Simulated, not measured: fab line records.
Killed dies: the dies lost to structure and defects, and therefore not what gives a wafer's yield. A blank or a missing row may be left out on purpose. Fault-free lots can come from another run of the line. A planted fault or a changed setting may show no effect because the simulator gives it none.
Which tool was responsible? -- flow n5-finfet -- 24 lots, 72 wafers sampled, at 6 steps of a route of 1938

== WHAT THE GAUGES READ, wafer by wafer ==
N5_BEOL_M2_THK_MEAS_53: measures by xrf.
lot,measured,on,M2_THK (nm)
L074,day 6 22:39,film-metro-02,42.5 37.2 41.9
L075,day 7 04:41,film-metro-01,39.7 41.9 38.2
L077,day 7 14:01,film-metro-01,39.5 40.4 40.5
L076,day 7 16:20,film-metro-01,40.2 39.6 40.0
L078,day 7 20:02,film-metro-02,42.7 41.1 43.2
L079,day 8 02:57,film-metro-01,40.9 42.0 41.0
L080,day 8 06:13,film-metro-02,39.4 42.4 41.4
L081,day 8 16:12,film-metro-01,40.2 41.4 40.8
L082,day 8 20:07,film-metro-02,42.6 41.5 41.4
L083,day 9 06:37,film-metro-01,41.4 42.0 40.1
L084,day 9 11:28,film-metro-01,40.5 40.6 39.6
L086,day 9 12:37,film-metro-02,41.0 38.7 38.7
L085,day 9 23:39,film-metro-01,41.9 41.6 36.4
L087,day 10 04:01,film-metro-02,39.5 37.9 40.6
L088,day 10 07:25,film-metro-01,41.5 38.5 39.2
L089,day 10 10:37,film-metro-02,40.1 39.3 41.9
L090,day 11 03:50,film-metro-02,39.9 40.6 42.2
L092,day 11 07:38,film-metro-02,42.2 40.9 39.8
L091,day 11 08:17,film-metro-02,43.0 42.2 43.7
L093,day 11 21:29,film-metro-02,41.9 36.4 41.4
L094,day 11 23:28,film-metro-02,39.8 40.9 39.7
L095,day 12 09:38,film-metro-02,41.8 44.3 42.7
L096,day 12 11:02,film-metro-02,40.3 42.8 40.1
L097,day 12 16:44,film-metro-01,42.2 42.2 41.6

== EACH LOT AND THE TOOL THAT RAN IT (in order: tool; ch and the chambers of the sampled wafers; start) ==
lot,N5_BEOL_M2_ALD_98,N5_BEOL_M2_STRIP_36,N5_BEOL_M2_SPUTTER_81,N5_BEOL_M2_SPUTTER_86,N5_BEOL_M2_ANNEAL_87
L074,"ald-sin-02 ch 0,2,3, day 6 18:07","rie-diel-02 ch 0,1,3, day 6 18:50","pvd-sputter-02, day 6 20:33","pvd-sputter-02, day 6 20:46","pvd-sputter-02, day 6 20:51"
L075,"ald-sin-04 ch 1,2, day 6 23:50","rie-diel-04 ch 0,1,2, day 7 00:51","pvd-sputter-01, day 7 02:26","pvd-sputter-01, day 7 02:40","pvd-sputter-01, day 7 02:44"
L077,"ald-sin-02 ch 0,1,2, day 7 05:24","rie-diel-04 ch 1,3, day 7 08:07","pvd-sputter-02, day 7 11:41","pvd-sputter-02, day 7 11:55","pvd-sputter-02, day 7 11:59"
L076,"ald-sin-02 ch 2,3, day 7 05:53","rie-diel-02 ch 2,3, day 7 12:11","pvd-sputter-01, day 7 14:13","pvd-sputter-01, day 7 14:26","pvd-sputter-01, day 7 14:31"
L078,"ald-sin-02 ch 1,2, day 7 14:32","rie-diel-04 ch 0,1, day 7 15:55","pvd-sputter-03, day 7 17:55","pvd-sputter-03, day 7 18:08","pvd-sputter-03, day 7 18:13"
L079,"ald-sin-02 ch 1,2,3, day 7 19:28","rie-diel-01 ch 1,3, day 7 22:49","pvd-sputter-01, day 8 00:50","pvd-sputter-01, day 8 01:04","pvd-sputter-01, day 8 01:08"
L080,"ald-sin-02 ch 0,1,3, day 8 00:20","rie-diel-01 ch 0,1,2, day 8 02:12","pvd-sputter-01, day 8 04:07","pvd-sputter-01, day 8 04:20","pvd-sputter-01, day 8 04:25"
L081,"ald-sin-02 ch 0,2,3, day 8 10:32","rie-diel-04 ch 0,1, day 8 10:52","pvd-sputter-01, day 8 14:05","pvd-sputter-01, day 8 14:19","pvd-sputter-01, day 8 14:23"
L082,"ald-sin-02 ch 1,2, day 8 13:43","rie-diel-02 ch 0,2, day 8 15:56","pvd-sputter-02, day 8 18:01","pvd-sputter-02, day 8 18:14","pvd-sputter-02, day 8 18:19"
L083,"ald-sin-02 ch 0,1, day 9 00:55","rie-diel-04 ch 0,3, day 9 02:02","pvd-sputter-02, day 9 04:31","pvd-sputter-02, day 9 04:44","pvd-sputter-02, day 9 04:49"
L084,"ald-sin-03 ch 1,3, day 9 04:36","rie-diel-01 ch 1,2,3, day 9 07:45","pvd-sputter-02, day 9 09:22","pvd-sputter-02, day 9 09:35","pvd-sputter-02, day 9 09:40"
L086,"ald-sin-03 ch 0,3, day 9 08:07","rie-diel-04 ch 0,1,2, day 9 08:29","pvd-sputter-03, day 9 10:31","pvd-sputter-03, day 9 10:44","pvd-sputter-03, day 9 10:49"
L085,"ald-sin-04 ch 1,2, day 9 18:44","rie-diel-01 ch 0,2,3, day 9 19:32","pvd-sputter-02, day 9 21:33","pvd-sputter-02, day 9 21:46","pvd-sputter-02, day 9 21:51"
L087,"ald-sin-02 ch 2,3, day 9 22:26","rie-diel-04 ch 1,2,3, day 9 22:50","pvd-sputter-01, day 10 01:54","pvd-sputter-01, day 10 02:07","pvd-sputter-01, day 10 02:12"
L088,"ald-sin-03 ch 0,1,3, day 9 23:56","rie-diel-04 ch 0,1, day 10 03:26","pvd-sputter-02, day 10 05:16","pvd-sputter-02, day 10 05:29","pvd-sputter-02, day 10 05:34"
L089,"ald-sin-03 ch 0,3, day 10 05:20","rie-diel-02 ch 0,1,2, day 10 06:49","pvd-sputter-03, day 10 08:31","pvd-sputter-03, day 10 08:44","pvd-sputter-03, day 10 08:49"
L090,"ald-sin-04 ch 0,1,3, day 10 19:58","rie-diel-02 ch 0,1,3, day 10 22:41","pvd-sputter-01, day 11 01:43","pvd-sputter-01, day 11 01:56","pvd-sputter-01, day 11 02:01"
L092,"ald-sin-02 ch 0,2,3, day 11 03:25","rie-diel-01 ch 0,2,3, day 11 03:53","pvd-sputter-01, day 11 05:31","pvd-sputter-01, day 11 05:44","pvd-sputter-01, day 11 05:49"
L091,"ald-sin-02 ch 0,3, day 11 03:47","rie-diel-01 ch 1,2,3, day 11 04:15","pvd-sputter-02, day 11 06:11","pvd-sputter-02, day 11 06:25","pvd-sputter-02, day 11 06:29"
L093,"ald-sin-03 ch 0,1,3, day 11 12:04","rie-diel-01 ch 0,2,3, day 11 16:53","pvd-sputter-02, day 11 19:22","pvd-sputter-02, day 11 19:35","pvd-sputter-02, day 11 19:40"
L094,"ald-sin-02 ch 1,2, day 11 12:14","rie-diel-04 ch 0,1,3, day 11 19:22","pvd-sputter-03, day 11 21:06","pvd-sputter-03, day 11 21:19","pvd-sputter-03, day 11 21:24"
L095,"ald-sin-03 ch 1,3, day 12 04:40","rie-diel-02 ch 0,1,2, day 12 05:00","pvd-sputter-01, day 12 07:32","pvd-sputter-01, day 12 07:45","pvd-sputter-01, day 12 07:50"
L096,"ald-sin-02 ch 0,1,2, day 12 06:58","rie-diel-04 ch 0,1,3, day 12 07:22","pvd-sputter-03, day 12 08:55","pvd-sputter-03, day 12 09:08","pvd-sputter-03, day 12 09:13"
L097,"ald-sin-02 ch 0,3, day 12 12:31","rie-diel-04 ch 2,3, day 12 12:56","pvd-sputter-01, day 12 14:38","pvd-sputter-01, day 12 14:51","pvd-sputter-01, day 12 14:56"
- N5_BEOL_M2_ALD_98: deposits SiO2, target thk 2.5 nm, pulse time 1 s, co reactant pulse time 1 s.
- N5_BEOL_M2_STRIP_36: strips in N2/H2.
- N5_BEOL_M2_SPUTTER_81: material Cu, target thk 4.5 nm, time 8.29 s.
- N5_BEOL_M2_SPUTTER_86: material Cu, target thk 4.5 nm, time 8.29 s.
- N5_BEOL_M2_ANNEAL_87: time 240 s.

== AS READ BY THE TOOLS THEMSELVES (means over the sampled wafers that have a number; for cases with no such wafer, the mark the record gives instead) ==
N5_BEOL_M2_ALD_98.
lot,tool,heater-power-w (W),precursor-pulse-height-rel
L074,ald-sin-02,75,1.018
L075,ald-sin-04,77,0.999
L077,ald-sin-02,74,0.994
L076,ald-sin-02,69,1.006
L078,ald-sin-02,67,0.993
L079,ald-sin-02,68,1.007
L080,ald-sin-02,73,0.994
L081,ald-sin-02,76,0.993
L082,ald-sin-02,68,1.010
L083,ald-sin-02,82,1.021
L084,ald-sin-03,79,0.989
L086,ald-sin-03,69,1.005
L085,ald-sin-04,75,0.994
L087,ald-sin-02,68,1.000
L088,ald-sin-03,74,0.986
L089,ald-sin-03,71,0.986
L090,ald-sin-04,76,0.994
L092,ald-sin-02,76,1.005
L091,ald-sin-02,82,1.010
L093,ald-sin-03,74,1.002
L094,ald-sin-02,67,0.997
L095,ald-sin-03,78,1.008
L096,ald-sin-02,74,0.997
L097,ald-sin-02,81,1.020

N5_BEOL_M2_STRIP_36.
lot,tool,drypump-motor-current-A (A),oes-product-au (a.u.),rf-vpp-V (V),showerhead-plenum-p-Torr (Torr),temp-c (C),throttle-valve-pct (%)
L074,rie-diel-02,5.9,0.81,59.7,2.58,40.01,23.7
L075,rie-diel-04,6.0,0.83,59.6,2.56,40.03,23.5
L077,rie-diel-04,5.7,0.75,60.2,2.50,39.98,24.0
L076,rie-diel-02,5.7,0.74,59.7,2.59,40.02,23.4
L078,rie-diel-04,6.1,0.91,59.3,2.56,39.91,23.3
L079,rie-diel-01,5.7,0.86,59.2,2.58,40.00,24.1
L080,rie-diel-01,6.1,0.89,58.2,2.53,39.91,23.6
L081,rie-diel-04,6.3,0.87,60.4,2.51,40.05,23.4
L082,rie-diel-02,5.9,0.77,59.3,2.55,39.97,23.8
L083,rie-diel-04,5.4,0.77,58.4,2.54,39.95,23.9
L084,rie-diel-01,5.9,0.89,58.0,2.58,39.90,23.7
L086,rie-diel-04,6.0,0.80,58.7,2.56,40.11,23.6
L085,rie-diel-01,6.0,0.82,59.1,2.51,40.00,23.8
L087,rie-diel-04,5.7,0.72,59.6,2.53,39.92,23.9
L088,rie-diel-04,6.4,0.84,58.1,2.50,39.87,23.5
L089,rie-diel-02,6.0,0.80,59.0,2.56,39.98,23.7
L090,rie-diel-02,5.9,0.76,59.5,2.57,40.02,23.7
L092,rie-diel-01,6.0,0.79,59.7,2.51,40.00,23.8
L091,rie-diel-01,5.9,0.87,59.4,2.58,39.91,23.7
L093,rie-diel-01,6.0,0.79,57.3,2.51,39.97,23.8
L094,rie-diel-04,5.9,0.88,58.8,2.51,40.05,23.6
L095,rie-diel-02,6.1,0.78,58.9,2.55,39.88,23.7
L096,rie-diel-04,5.9,0.86,59.1,2.51,40.06,23.6
L097,rie-diel-04,5.3,0.94,59.4,2.57,39.96,23.9

N5_BEOL_M2_SPUTTER_81.
lot,tool,chamber-pressure-pa (Pa),throttle-valve-pct (%)
L074,pvd-sputter-02,0.07004,30.3
L075,pvd-sputter-01,0.07014,29.8
L077,pvd-sputter-02,0.06993,28.8
L076,pvd-sputter-01,0.07013,29.8
L078,pvd-sputter-03,0.06994,29.9
L079,pvd-sputter-01,0.06995,29.6
L080,pvd-sputter-01,0.06993,29.6
L081,pvd-sputter-01,0.06993,29.1
L082,pvd-sputter-02,0.06995,29.0
L083,pvd-sputter-02,0.07014,29.8
L084,pvd-sputter-02,0.06991,29.2
L086,pvd-sputter-03,0.07000,29.7
L085,pvd-sputter-02,0.07005,29.2
L087,pvd-sputter-01,0.07005,29.5
L088,pvd-sputter-02,0.07002,30.1
L089,pvd-sputter-03,0.06999,30.0
L090,pvd-sputter-01,0.06991,28.6
L092,pvd-sputter-01,0.06989,30.5
L091,pvd-sputter-02,0.07006,28.6
L093,pvd-sputter-02,0.07001,30.1
L094,pvd-sputter-03,0.07005,29.7
L095,pvd-sputter-01,0.07011,30.5
L096,pvd-sputter-03,0.06993,30.0
L097,pvd-sputter-01,0.06993,30.6

N5_BEOL_M2_SPUTTER_86.
lot,tool,chamber-pressure-pa (Pa),throttle-valve-pct (%)
L074,pvd-sputter-02,0.06993,30.0
L075,pvd-sputter-01,0.06990,29.8
L077,pvd-sputter-02,0.06988,28.7
L076,pvd-sputter-01,0.07002,29.9
L078,pvd-sputter-03,0.06997,29.9
L079,pvd-sputter-01,0.06999,29.5
L080,pvd-sputter-01,0.06991,29.6
L081,pvd-sputter-01,0.07007,29.0
L082,pvd-sputter-02,0.07001,28.9
L083,pvd-sputter-02,0.07005,29.6
L084,pvd-sputter-02,0.07000,29.2
L086,pvd-sputter-03,0.06998,29.9
L085,pvd-sputter-02,0.07002,29.2
L087,pvd-sputter-01,0.07004,29.5
L088,pvd-sputter-02,0.07015,30.2
L089,pvd-sputter-03,0.06992,30.0
L090,pvd-sputter-01,0.06991,28.5
L092,pvd-sputter-01,0.07000,30.4
L091,pvd-sputter-02,0.07004,28.6
L093,pvd-sputter-02,0.06997,30.1
L094,pvd-sputter-03,0.07013,29.7
L095,pvd-sputter-01,0.06989,30.3
L096,pvd-sputter-03,0.07013,30.0
L097,pvd-sputter-01,0.06994,30.4

N5_BEOL_M2_ANNEAL_87.
lot,tool,heater-power-w (W)
L074,pvd-sputter-02,839
L075,pvd-sputter-01,783
L077,pvd-sputter-02,792
L076,pvd-sputter-01,816
L078,pvd-sputter-03,815
L079,pvd-sputter-01,864
L080,pvd-sputter-01,883
L081,pvd-sputter-01,828
L082,pvd-sputter-02,788
L083,pvd-sputter-02,823
L084,pvd-sputter-02,821
L086,pvd-sputter-03,781
L085,pvd-sputter-02,821
L087,pvd-sputter-01,882
L088,pvd-sputter-02,849
L089,pvd-sputter-03,814
L090,pvd-sputter-01,814
L092,pvd-sputter-01,862
L091,pvd-sputter-02,787
L093,pvd-sputter-02,845
L094,pvd-sputter-03,823
L095,pvd-sputter-01,868
L096,pvd-sputter-03,806
L097,pvd-sputter-01,872

== THE ANSWER, worked out from the rows above alone ==
Rule: the usual values come from the lots themselves. Put in order of their means at a reading, lots are off if they are a third of the lots or fewer, leave a main group of 4 or more, and stand apart from it by a gap of 3 or more times the standard deviation of the main group's means; of several such gaps the widest counts. A main group is skipped when, at the precision printed for the reading in the tables above, its means are all equal. Also off: a lot with no number at a reading for which 4 or more lots have one. Where the step has rows for the other lots, those lots are counted as sound. First the gauges in route order, then the tools' own readings, where a lot's mean is used as printed above. The first step at which some lot is off is used, and at that step the reading that is off furthest; a lot without a number counts as furthest.
None of the lots is off at any reading shown; this tells nothing.

== WHAT HAD BEEN PUT IN BY THE SIMULATOR ==
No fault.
